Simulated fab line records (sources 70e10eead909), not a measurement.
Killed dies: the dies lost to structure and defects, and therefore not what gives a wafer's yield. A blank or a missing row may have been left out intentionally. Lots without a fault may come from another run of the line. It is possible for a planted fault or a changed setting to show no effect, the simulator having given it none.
fab line records -- flow nand_harc
[record] lots = 13, wafers = 38, last_day = 33
route steps=1302 shown P_M1@308 P_M2@323 END@1302
lots that met no fault: taken from a fault-free run of the same line
start_h: hours from the record's first day to the start of the lot's first wafer shown -- wait_h: how many hours have passed since the lot's step before this one -- " unchanged from the row above -- L1.1+2: a single row standing in for several wafers -- - no value, or no start was given -- * or withheld: withheld -- < > ~ a bound
route shown NAME@n: NAME is a module with steps in the file, n the number in the route of the first one -- usual: mean/standard deviation of fault-free wafers -- same: alike in all rows -- chamber/n: place in a boat -- sites: the reading at each site -- _std_site: their standard deviation -- _edge_site: mean of outer sites minus mean of inner sites -- radius_mm: how far each site lies from the wafer's centre -- mask NAME#n: copy n -- behind: tool/chamber where the wafer was last shaped -- hold: why the lot went on hold/how many hours it stayed there/how the hold came to an end -- device: names the non-switching transistor (n, p or np) -- end of line: the tests these same wafers got at the end of their route -- a step with no rows: only its recipe -- killed: dies lost to structure and defects at the first sort, not the wafer's yield -- map: the dies of a wafer, with x for killed, . for not killed, _ for no die there
set.NAME: setting as actually run; set.NAME@STEP: the setting as run at that earlier step -- model.NAME: the simulator's own value behind a step, which no gauge read
a sample of lots followed through the steps of the route, with each step as a table and each wafer as a row
services: when a tool's chamber went out of use (start_h, in hours from the record's first day, below 0 if earlier), for how many hours, and the reason
[[steps]]
[step NHARC_P_M1_PVD_21]
[recipe] target_thk_a = 300, chamber_pressure_pa = 5, power_w = 5000, substrate_temp_c = 30, time_s = 20.49, material = Cu
[usual] throttle_valve_pct = 30.4/0.67
lot.wafer,tool,chamber,start_h,wait_h,throttle_valve_pct
L491.4,pvd_sputter-02,-,-,-,30.5
L491.2,pvd_sputter-02,-,-,-,30.8
L491.5,pvd_sputter-02,-,-,-,30.4
L492.1,pvd_sputter-02,-,-,-,30.2
L492.3,pvd_sputter-02,-,-,-,30.3
L492.5,pvd_sputter-02,-,-,-,30.3
L495.1,pvd_sputter-02,-,-,-,30.3
L495.3,pvd_sputter-02,-,-,-,30.2
L495.5,pvd_sputter-02,-,-,-,31.4
L496.3,pvd_sputter-01,-,-,-,30.2
L496.4,pvd_sputter-01,-,-,-,30.6
L496.6,pvd_sputter-01,-,-,-,30.6
L497.4,pvd_sputter-01,-,-,-,30.0
L497.2,pvd_sputter-01,-,-,-,30.7
L497.6,pvd_sputter-01,-,-,-,30.8
L498.1,pvd_sputter-03,-,-,-,30.6
L498.2,pvd_sputter-03,-,-,-,30.5
L498.3,pvd_sputter-03,-,-,-,28.5
L499.2,pvd_sputter-01,-,-,-,29.9
L499.3,pvd_sputter-01,-,-,-,29.9
L499.6,pvd_sputter-01,-,-,-,30.1
L500.1,pvd_sputter-03,-,-,-,30.3
L500.2,pvd_sputter-03,-,-,-,28.5
L500.6,pvd_sputter-03,-,-,-,28.3
L501.1,pvd_sputter-02,-,-,-,30.4
L501.2,pvd_sputter-02,-,-,-,30.4
L501.5,pvd_sputter-02,-,-,-,30.8
L502.1,pvd_sputter-02,-,-,-,30.5
L502.4,pvd_sputter-02,-,-,-,30.2
L509.2,pvd_sputter-01,-,-,-,31.1
L509.4,pvd_sputter-01,-,-,-,30.2
L509.5,pvd_sputter-01,-,-,-,30.7
L510.4,pvd_sputter-02,-,-,-,31.8
L510.3,pvd_sputter-02,-,-,-,30.8
L510.6,pvd_sputter-02,-,-,-,29.8
L511.3,pvd_sputter-02,-,-,-,30.9
L511.1,pvd_sputter-02,-,-,-,29.7
L511.6,pvd_sputter-02,-,-,-,29.8
[step NHARC_P_M1_CMP_23]
[recipe] t_overpolish_s = 20, target_thk_nm = 157.82
[usual] motor_current_A = 11.8/0.84, time_to_endpoint_s = 29.3/2.2
lot.wafer,tool,chamber,start_h,wait_h,motor_current_A,time_to_endpoint_s
L491.4,cmp-01,1,147.20,-,11.3,31.4
L491.2,cmp-01,2,147.20,-,13.1,25.7
L491.5,cmp-01,2,147.20,-,12.3,28.8
L492.3,cmp-02,0,153.65,-,10.9,29.9
L492.1,cmp-02,1,153.65,-,12.8,30.3
L492.5,cmp-02,1,153.65,-,12.0,31.6
L495.1,cmp-02,2,186.08,-,11.5,34.1
L495.3,cmp-02,3,186.08,-,11.3,29.8
L495.5,cmp-02,2,186.08,-,10.6,33.4
L496.4,cmp-03,3,201.19,-,12.4,26.0
L496.3,cmp-03,0,201.19,-,11.8,25.2
L496.6,cmp-03,0,201.19,-,12.2,25.4
L497.4,cmp-03,0,223.82,-,12.5,31.9
L497.2,cmp-03,2,223.82,-,11.2,32.5
L497.6,cmp-03,3,223.82,-,11.9,30.6
L498.1,cmp-03,1,234.14,-,12.7,26.3
L498.3,cmp-03,3,234.14,-,12.4,26.7
L498.2,cmp-03,0,234.14,-,11.8,24.8
L499.3,cmp-02,3,237.66,-,12.0,29.7
L499.2,cmp-02,0,237.66,-,11.3,28.0
L499.6,cmp-02,2,237.66,-,11.1,31.6
L500.1,cmp-02,3,243.16,-,11.6,27.7
L500.2,cmp-02,0,243.16,-,10.7,28.7
L500.6,cmp-02,1,243.16,-,12.5,31.6
L501.1,cmp-01,3,246.44,-,12.1,28.5
L501.2,cmp-01,0,246.44,-,11.3,27.0
L501.5,cmp-01,2,246.44,-,12.2,27.6
L502.1,cmp-02,1,254.41,-,12.8,30.8
L502.4,cmp-02,3,254.41,-,12.2,30.1
L509.4,cmp-01,1,324.51,-,11.3,32.0
L509.2,cmp-01,0,324.51,-,10.8,30.5
L509.5,cmp-01,1,324.51,-,11.1,33.3
L510.3,cmp-02,2,335.53,-,10.6,31.9
L510.4,cmp-02,1,335.53,-,13.1,31.8
L510.6,cmp-02,3,335.53,-,11.9,33.2
L511.3,cmp-03,3,354.54,-,11.8,27.3
L511.1,cmp-03,0,354.54,-,12.5,27.8
L511.6,cmp-03,3,354.54,-,11.7,28.8
[step NHARC_P_M2_SOFTBAKE_04]
[recipe] temp_c = 105, time_s = 55
[usual] heater_power_total_W = 188.46/0.15
lot.wafer,tool,chamber,start_h,wait_h,heater_power_total_W
L491.2,litho_track-01,0,148,-,188.55
L491.4,litho_track-01,0,148,-,188.33
L491.5,litho_track-01,0,148,-,188.76
L492.1,litho_track-06,0,155,-,188.66
L492.3,litho_track-06,0,155,-,188.26
L492.5,litho_track-06,0,155,-,188.57
L495.1,litho_track-06,0,187,-,188.27
L495.3,litho_track-06,0,187,-,188.27
L495.5,litho_track-06,0,187,-,188.51
L496.3,litho_track-06,0,202,-,188.29
L496.4,litho_track-06,0,202,-,188.45
L496.6,litho_track-06,0,202,-,188.44
L497.2,litho_track-06,0,225,-,188.32
L497.4,litho_track-06,0,225,-,188.52
L497.6,litho_track-06,0,225,-,188.39
L498.1,litho_track-06,0,235,-,188.74
L498.2,litho_track-06,0,235,-,188.49
L498.3,litho_track-06,0,235,-,188.33
L499.2,litho_track-06,0,239,-,212.61
L499.3,litho_track-06,0,239,-,188.37
L499.6,litho_track-06,0,239,-,188.42
L500.1,litho_track-06,0,244,-,188.53
L500.2,litho_track-06,0,244,-,212.51
L500.6,litho_track-06,0,244,-,188.36
L501.1,litho_track-01,0,247,-,188.36
L501.2,litho_track-01,0,247,-,188.26
L501.5,litho_track-01,0,247,-,188.40
L502.1,litho_track-06,0,255,-,188.69
L502.4,litho_track-06,0,255,-,212.57
L509.2,litho_track-06,0,325,-,188.22
L509.4,litho_track-06,0,325,-,188.34
L509.5,litho_track-06,0,325,-,188.47
L510.3,litho_track-06,0,336,-,188.47
L510.4,litho_track-06,0,336,-,188.58
L510.6,litho_track-06,0,336,-,188.27
L511.1,litho_track-01,0,355,-,188.75
L511.3,litho_track-01,0,355,-,188.27
L511.6,litho_track-01,0,355,-,188.27
[step NHARC_P_M2_DESCUM_14]
[recipe] time_s = 3, o2_flow_sccm = 200, ar_flow_sccm = 0, bias_power_w = 0, chemistry = O2
[usual] drypump_motor_current_A = 5.9/0.3, oes_product_au = 0.998/0.01, rf_vpp_V = 57.9/0.82, showerhead_plenum_p_Torr = 1.94/0.07, throttle_valve_pct = 11.310/0.0086
[same] bias_power_w = 0
lot.wafer,tool,chamber,start_h,wait_h,drypump_motor_current_A,oes_product_au,rf_hours_counter_h,rf_vpp_V,showerhead_plenum_p_Torr,throttle_valve_pct
L491.2,rie_diel-13,3,149.12,0.1,5.6,1.010,6.4,56.5,1.94,11.320
L491.4,rie_diel-13,0,149.12,0.1,6.2,0.999,6.3,57.2,1.94,11.319
L491.5,rie_diel-13,2,149.12,0.1,6.2,1.002,-,58.0,2.04,11.311
L492.3,rie_diel-13,2,155.67,0.1,6.2,0.995,7.2,58.1,2.04,11.302
L492.1,rie_diel-13,0,155.67,0.1,6.2,1.005,6.9,59.3,1.94,11.310
L492.5,rie_diel-13,3,155.67,0.1,5.6,0.999,-,58.2,1.94,11.309
L495.3,rie_diel-13,0,188.12,0.1,6.2,0.998,1.2,57.2,1.94,11.330
L495.1,rie_diel-13,3,188.12,0.1,5.6,0.980,1.2,58.2,1.94,11.329
L495.5,rie_diel-13,1,188.12,0.1,6.0,0.995,-,58.0,1.85,11.310
L496.3,rie_diel-13,2,203.25,0.1,6.2,0.991,1.7,57.7,2.04,11.301
L496.4,rie_diel-13,0,203.25,0.1,6.2,1.005,1.4,58.2,1.94,11.312
L496.6,rie_diel-13,1,203.25,0.1,6.0,0.995,-,57.8,1.85,11.320
L497.4,rie_diel-04,0,225.72,0.1,6.2,1.001,3.5,59.3,2.03,11.314
L497.2,rie_diel-04,2,225.72,0.1,5.4,0.999,2.9,59.1,1.97,11.312
L497.6,rie_diel-04,0,225.72,0.1,6.2,0.996,-,58.6,2.03,11.297
L498.3,rie_diel-04,3,236.25,0.1,5.8,1.009,3.6,58.1,1.90,11.319
L498.2,rie_diel-04,0,236.25,0.1,6.1,1.005,3.6,58.1,2.03,11.318
L498.1,rie_diel-04,1,236.25,0.1,5.6,1.005,2.9,59.1,1.98,11.315
L499.3,rie_diel-13,2,239.81,0.1,6.2,0.987,3.4,58.7,2.04,11.322
L499.2,rie_diel-13,0,239.81,0.1,6.2,1.010,3.0,58.7,1.94,11.304
L499.6,rie_diel-13,2,239.81,0.1,6.2,0.992,-,58.7,2.04,11.305
L500.1,rie_diel-04,3,245.16,0.1,5.8,1.004,4.3,56.8,1.90,11.309
L500.2,rie_diel-04,0,245.16,0.1,6.2,1.002,4.8,59.8,2.03,11.302
L500.6,rie_diel-04,2,245.16,0.1,5.4,1.012,-,58.2,1.97,11.316
L501.2,rie_diel-13,0,248.47,0.1,6.2,0.992,3.5,57.4,1.94,11.320
L501.1,rie_diel-13,3,248.47,0.1,5.6,0.989,3.5,59.0,1.94,11.325
L501.5,rie_diel-13,1,248.47,0.1,6.0,1.000,-,57.0,1.85,11.322
L502.1,rie_diel-04,3,256.48,0.1,5.8,1.013,4.6,57.7,1.90,11.298
L502.4,rie_diel-04,2,256.48,0.1,5.3,1.016,-,57.7,1.97,11.300
L509.2,rie_diel-13,3,326.56,0.1,5.6,1.000,8.0,59.1,1.94,11.308
L509.4,rie_diel-13,0,326.56,0.1,6.2,0.988,8.6,58.1,1.94,11.314
L509.5,rie_diel-13,3,326.56,0.1,5.6,0.996,-,58.1,1.94,11.318
L510.3,rie_diel-04,3,337.59,0.1,5.8,1.023,9.9,57.7,1.90,11.314
L510.4,rie_diel-04,3,337.59,0.1,5.8,1.017,-,57.8,1.90,11.300
L510.6,rie_diel-04,0,337.59,0.1,6.1,1.007,-,58.1,2.03,11.303
L511.3,rie_diel-13,2,356.60,0.1,6.2,0.991,0.1,57.8,2.04,11.310
L511.1,rie_diel-13,1,356.60,0.1,6.0,0.987,0.2,57.5,1.84,11.307
L511.6,rie_diel-13,2,356.60,0.1,6.2,0.982,-,58.4,2.04,11.312
[step NHARC_END_SORT_01]
[recipe] temp_c = 25
[usual] defect_limited_yield = 90.6/2.3, killed_at_array = 59/16, killed_at_other = 0.8/1.1, killed_at_periphery = 3.6/2.4, killed_dies = 64/16, killed_open = 3.4/1.8, killed_short = 2.5/1.6
[same] gross_dies = 677
lot.wafer,tool,chamber,start_h,wait_h,defect_limited_yield[%],killed_at_array,killed_at_other,killed_at_periphery,killed_dies,killed_open,killed_short
L492.1,prober-02,0,588.52,2.5,87.0,85,0,3,88,5,3
L492.3,prober-02,0,590.12,3.1,87.4,82,0,3,85,6,2
L492.5,prober-02,0,591.72,3.7,87.1,82,0,5,87,5,0
L495.1,prober-01,0,613.55,2.5,89.1,70,0,4,74,5,1
L495.3,prober-01,0,615.16,3.1,88.3,71,0,8,79,9,2
L495.5,prober-01,0,616.76,3.7,87.1,83,0,4,87,2,1
L496.3,prober-01,0,632.97,3.1,89.7,70,0,0,70,1,2
L496.4,prober-01,0,633.76,3.4,92.6,47,0,3,50,7,3
L496.6,prober-01,0,635.33,3.9,92.9,48,0,0,48,0,0
L497.2,prober-02,0,660.87,2.8,90.0,57,1,10,68,2,1
L497.4,prober-02,0,662.45,3.4,89.8,58,3,8,69,7,2
L497.6,prober-02,0,664.04,4.0,90.7,54,2,7,63,4,2
L498.1,prober-02,0,690.10,2.5,89.2,64,1,8,73,5,1
L498.2,prober-02,0,690.90,2.8,90.4,60,3,2,65,2,1
L498.3,prober-02,0,691.70,3.1,91.1,52,0,8,60,3,0
L501.1,prober-01,0,690.11,2.5,96.6,21,0,2,23,1,1
L501.2,prober-01,0,690.91,2.8,94.1,37,1,2,40,4,1
L501.5,prober-01,0,693.31,3.7,93.5,39,0,5,44,2,5
L499.2,prober-02,0,698.70,2.8,89.5,67,0,4,71,6,0
L499.3,prober-02,0,699.51,3.1,89.7,67,0,3,70,5,4
L499.6,prober-02,0,701.94,4.0,90.5,61,1,2,64,0,2
// killed by level:class
L492.1 A_SLIT:chamber_film_flake=31 A_CHANNEL_HOLE_D2:chamber_film_flake=27 A_STAIRCASE:chamber_film_flake=9 A_CHANNEL_HOLE_D1:chamber_film_flake=4 A_CHANNEL_FILL_D2:geometric_particle:open=2 A_WL_FILL:chamber_film_flake=2 A_CONTACT:chamber_film_flake=2 P_CONTACT:geometric_particle:open=1
L492.3 A_CHANNEL_HOLE_D2:chamber_film_flake=37 A_SLIT:chamber_film_flake=29 A_STAIRCASE:chamber_film_flake=8 P_CONTACT:geometric_particle:open=2 A_ONON_D1:geometric_particle:short=1 A_ONON_D1:geometric_particle:open=1 A_DECK1_JOINT:geometric_particle:open=1 A_WL_FILL:geometric_particle:short=1
L492.5 A_CHANNEL_HOLE_D2:chamber_film_flake=32 A_SLIT:chamber_film_flake=30 A_STAIRCASE:chamber_film_flake=8 P_STI:chamber_film_flake=3 A_CHANNEL_HOLE_D1:chamber_film_flake=3 A_M0:chamber_film_flake=3 A_CONTACT:chamber_film_flake=2 P_CONTACT:geometric_particle:open=1
L495.1 A_CHANNEL_HOLE_D2:chamber_film_flake=32 A_SLIT:chamber_film_flake=22 A_CHANNEL_HOLE_D1:chamber_film_flake=6 A_CONTACT:chamber_film_flake=4 P_GATE:geometric_particle:open=2 P_ZERO_WELL:chamber_film_flake=2 A_STAIRCASE:chamber_film_flake=2 A_ONON_D1:geometric_particle:short=1
L495.3 A_SLIT:chamber_film_flake=32 A_CHANNEL_HOLE_D2:chamber_film_flake=24 A_CHANNEL_HOLE_D1:chamber_film_flake=4 A_CONTACT:chamber_film_flake=4 P_GATE:geometric_particle:open=2 P_ZERO_WELL:chamber_film_flake=2 A_STAIRCASE:chamber_film_flake=2 P_CONTACT:geometric_particle:short=1
L495.5 A_CHANNEL_HOLE_D2:chamber_film_flake=39 A_SLIT:chamber_film_flake=31 A_CHANNEL_HOLE_D1:chamber_film_flake=4 A_CONTACT:chamber_film_flake=3 A_STAIRCASE:chamber_film_flake=2 A_M1:chamber_film_flake=2 P_M0:geometric_particle:open=1 A_SOURCE_PLATE:geometric_particle:short=1
L496.3 A_CHANNEL_HOLE_D2:chamber_film_flake=41 A_CONTACT:chamber_film_flake=13 A_CHANNEL_HOLE_D1:chamber_film_flake=5 A_WL_FILL:chamber_film_flake=4 A_STAIRCASE:chamber_film_flake=3 A_ONON_D2:geometric_particle:short=2 A_CHANNEL_FILL_D1:geometric_particle:open=1 A_SLIT:chamber_film_flake=1
L496.4 A_CHANNEL_HOLE_D2:chamber_film_flake=28 A_CONTACT:chamber_film_flake=8 A_CHANNEL_HOLE_D1:chamber_film_flake=2 P_M0:geometric_particle:open=1 P_M2:geometric_particle:short=1 P_BONDPAD:geometric_particle:open=1 A_SOURCE_PLATE:geometric_particle:open=1 A_CHANNEL_FILL_D1:geometric_particle:short=1
L496.6 A_CHANNEL_HOLE_D2:chamber_film_flake=27 A_CONTACT:chamber_film_flake=11 A_CHANNEL_HOLE_D1:chamber_film_flake=4 A_STAIRCASE:chamber_film_flake=3 A_WL_FILL:chamber_film_flake=2 A_CHANNEL_FILL_D2:chamber_film_flake=1
L497.2 A_SLIT:chamber_film_flake=28 A_CHANNEL_HOLE_D2:chamber_film_flake=20 P_CONTACT:chamber_film_flake=7 A_CONTACT:chamber_film_flake=5 P_GATE:geometric_particle:open=1 A_CHANNEL_FILL_D1:geometric_particle:short=1 A_M1:geometric_particle:open=1 P_ZERO_WELL:chamber_film_flake=1
L497.4 A_SLIT:chamber_film_flake=29 A_CHANNEL_HOLE_D2:chamber_film_flake=11 A_CHANNEL_HOLE_D1:chamber_film_flake=7 P_CONTACT:chamber_film_flake=4 THIN_TSV:chamber_film_flake=3 P_M1:geometric_particle:open=2 A_DECK1_JOINT:geometric_particle:open=2 A_CONTACT:chamber_film_flake=2
L497.6 A_SLIT:chamber_film_flake=22 A_CHANNEL_HOLE_D2:chamber_film_flake=12 P_CONTACT:chamber_film_flake=6 A_CHANNEL_HOLE_D1:chamber_film_flake=6 A_CONTACT:chamber_film_flake=4 A_STAIRCASE:chamber_film_flake=3 THIN_TSV:chamber_film_flake=2 P_M0:geometric_particle:open=1
L498.1 A_CHANNEL_HOLE_D1:chamber_film_flake=29 A_CHANNEL_HOLE_D2:chamber_film_flake=16 A_CONTACT:chamber_film_flake=5 P_M0:chamber_film_flake=5 A_STAIRCASE:chamber_film_flake=4 A_DECK1_JOINT:chamber_film_flake=3 A_CHANNEL_FILL_D1:chamber_film_flake=2 P_M0:geometric_particle:open=1
L501.1 A_CHANNEL_HOLE_D2:chamber_film_flake=12 A_CONTACT:chamber_film_flake=3 P_M1:chamber_film_flake=2 A_CHANNEL_HOLE_D1:chamber_film_flake=2 A_SLIT:chamber_film_flake=2 A_WL_FILL:geometric_particle:short=1 A_M0:geometric_particle:open=1
L498.2 A_CHANNEL_HOLE_D1:chamber_film_flake=35 A_CHANNEL_HOLE_D2:chamber_film_flake=14 A_STAIRCASE:chamber_film_flake=3 THIN_TSV:chamber_film_flake=3 A_CHANNEL_FILL_D1:chamber_film_flake=2 A_DECK1_JOINT:chamber_film_flake=2 P_GATE:geometric_particle:open=1 A_CHANNEL_FILL_D2:geometric_particle:open=1
L501.2 A_CHANNEL_HOLE_D2:chamber_film_flake=13 A_CHANNEL_HOLE_D1:chamber_film_flake=12 A_CHANNEL_FILL_D2:geometric_particle:open=3 P_M1:chamber_film_flake=2 A_SLIT:chamber_film_flake=2 A_ONON_D2:geometric_particle:short=1 A_CHANNEL_HOLE_D2:geometric_particle:open=1 A_ZERO_WELL:chamber_film_flake=1
L498.3 A_CHANNEL_HOLE_D1:chamber_film_flake=29 A_CHANNEL_HOLE_D2:chamber_film_flake=8 P_M0:chamber_film_flake=5 A_CHANNEL_FILL_D1:chamber_film_flake=4 A_STAIRCASE:chamber_film_flake=4 A_CONTACT:chamber_film_flake=4 P_CONTACT:geometric_particle:open=2 A_ONON_D1:geometric_particle:open=1
L501.5 A_CHANNEL_HOLE_D2:chamber_film_flake=18 A_CHANNEL_HOLE_D1:chamber_film_flake=7 A_STAIRCASE:chamber_film_flake=3 P_STI:chamber_film_flake=2 P_M1:chamber_film_flake=2 A_CONTACT:chamber_film_flake=2 A_SOURCE_PLATE:geometric_particle:short=1 A_CHANNEL_FILL_D1:geometric_particle:short=1
L499.2 A_CHANNEL_HOLE_D1:chamber_film_flake=35 A_SLIT:chamber_film_flake=24 A_ONON_D2:geometric_particle:open=2 P_M2:geometric_particle:open=1 A_CHANNEL_FILL_D1:geometric_particle:open=1 A_SLIT:geometric_particle:open=1 A_M0:geometric_particle:open=1 P_ZERO_WELL:chamber_film_flake=1
L499.3 A_SLIT:chamber_film_flake=29 A_CHANNEL_HOLE_D1:chamber_film_flake=22 A_CONTACT:chamber_film_flake=4 P_M0:chamber_film_flake=2 P_GATE:geometric_particle:open=1 A_SOURCE_PLATE:geometric_particle:short=1 A_CHANNEL_HOLE_D1:geometric_particle:open=1 A_ONON_D2:geometric_particle:short=1
L499.6 A_CHANNEL_HOLE_D1:chamber_film_flake=29 A_SLIT:chamber_film_flake=20 A_CONTACT:chamber_film_flake=4 A_CHANNEL_HOLE_D2:chamber_film_flake=2 A_STAIRCASE:chamber_film_flake=2 A_WL_FILL:chamber_film_flake=2 A_ONON_D1:geometric_particle:short=1 A_ONON_D2:geometric_particle:short=1
[[services]]
tool,chamber,start_h,hours,kind
cmp-02,-,127.11,0.5,repair
cmp-02,-,135.10,4.0,pm
rie_diel-13,0,140.87,2.4,repair
cmp-03,-,154.21,0.9,repair
rie_diel-13,-,165.00,9.0,pm
cmp-02,-,175.77,1.1,repair
rie_diel-04,-,177.95,9.0,pm
litho_track-06,-,179.00,7.0,pm
rie_diel-04,1,201.17,6.9,repair
pvd_sputter-02,-,207.87,0.5,repair
rie_diel-13,-,214.80,0.6,repair
cmp-02,-,233.10,4.0,pm
rie_diel-04,1,254.07,4.7,repair
pvd_sputter-02,-,273.09,8.9,repair
rie_diel-04,0,278.38,8.1,repair
pvd_sputter-02,-,282.00,10.0,pm
rie_diel-04,0,319.82,6.6,repair
rie_diel-04,1,320.17,27.7,repair
cmp-02,-,331.10,4.0,pm
cmp-02,-,339.84,4.4,repair
rie_diel-13,-,342.00,9.0,pm
cmp-02,-,347.88,0.9,repair
litho_track-06,-,354.00,7.0,pm
rie_diel-04,-,354.95,9.0,pm
[[key]]
[first_sign] step = NHARC_P_M2_SOFTBAKE_04, reading = heater_power_total_W, direction = up, sigmas = 99+, usual = *, struck = *
effect none on later readings
met_at NHARC_P_M2_SOFTBAKE_04
struck_lots L499,L500,L502
struck_wafers L499.2,L500.2,L502.4
not_acting_at NHARC_P_M1_PVD_21,NHARC_P_M1_CMP_23,NHARC_P_M2_DESCUM_14
onset_between 235 239
[fault] kind = process_parameter_drift, tool = litho_track-06, chamber = -, onset_h = 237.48, steps = NHARC_P_M2_SOFTBAKE_04, channel = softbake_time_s, offset = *, shape = step, end_h = 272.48, scope = struck_wafers_only, acts_in = *, stated = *
